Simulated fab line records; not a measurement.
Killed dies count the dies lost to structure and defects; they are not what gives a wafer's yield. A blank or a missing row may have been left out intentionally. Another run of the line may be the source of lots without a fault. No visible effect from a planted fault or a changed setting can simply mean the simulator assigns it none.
Chamber matching / flow n5Finfet / 3 sister chambers for N5_BEOL_M5_PRE_CLEAN_77 on cvdCo-01
The step time 15 s. 6 wafers are shown with their chamber, then 12 later ones without.

## WAFERS WITH THEIR CHAMBER
wafer=L088.6; chamber=2; heaterPowerW (W)=45
wafer=L087.4; chamber=0; heaterPowerW (W)=120
wafer=L087.6; chamber=1; heaterPowerW (W)=77
wafer=L089.1; chamber=2; heaterPowerW (W)=43
wafer=L089.3; chamber=1; heaterPowerW (W)=77
wafer=L089.6; chamber=0; heaterPowerW (W)=118

## WAFERS WHOSE CHAMBER IS MISSING
wafer=L092.2; heaterPowerW (W)=45
wafer=L092.3; heaterPowerW (W)=76
wafer=L092.5; heaterPowerW (W)=77
wafer=L094.2; heaterPowerW (W)=77
wafer=L094.4; heaterPowerW (W)=119
wafer=L094.5; heaterPowerW (W)=45
wafer=L097.1; heaterPowerW (W)=122
wafer=L097.3; heaterPowerW (W)=43
wafer=L097.4; heaterPowerW (W)=44
wafer=L096.3; heaterPowerW (W)=45
wafer=L096.5; heaterPowerW (W)=120
wafer=L096.6; heaterPowerW (W)=76

## THE CHAMBER EACH PASSED THROUGH
wafer=L092.2; from the rows above=2; in truth=2
wafer=L092.3; from the rows above=1; in truth=1
wafer=L092.5; from the rows above=1; in truth=1
wafer=L094.2; from the rows above=1; in truth=1
wafer=L094.4; from the rows above=0; in truth=0
wafer=L094.5; from the rows above=2; in truth=2
wafer=L097.1; from the rows above=0; in truth=0
wafer=L097.3; from the rows above=2; in truth=2
wafer=L097.4; from the rows above=2; in truth=2
wafer=L096.3; from the rows above=2; in truth=2
wafer=L096.5; from the rows above=0; in truth=0
wafer=L096.6; from the rows above=1; in truth=1
Correct placement for 12 of the 12. From these rows, 0 cannot be placed. 0 placed wrongly.
How it was worked out, from the rows above alone: a wafer's distance from a chamber is the root of the sum, over the readings, of the square of ((its reading less the chamber's mean) divided by the reading's scatter). The wafer belongs to the nearest chamber; if the next one is less than 2 further off, it can't be placed. For every chamber, the mean is computed from those of its wafers that are shown. The scatter: the root of (the sum of the squares of (reading less its chamber's mean) over the shown wafers, divided by (wafers less chambers)).
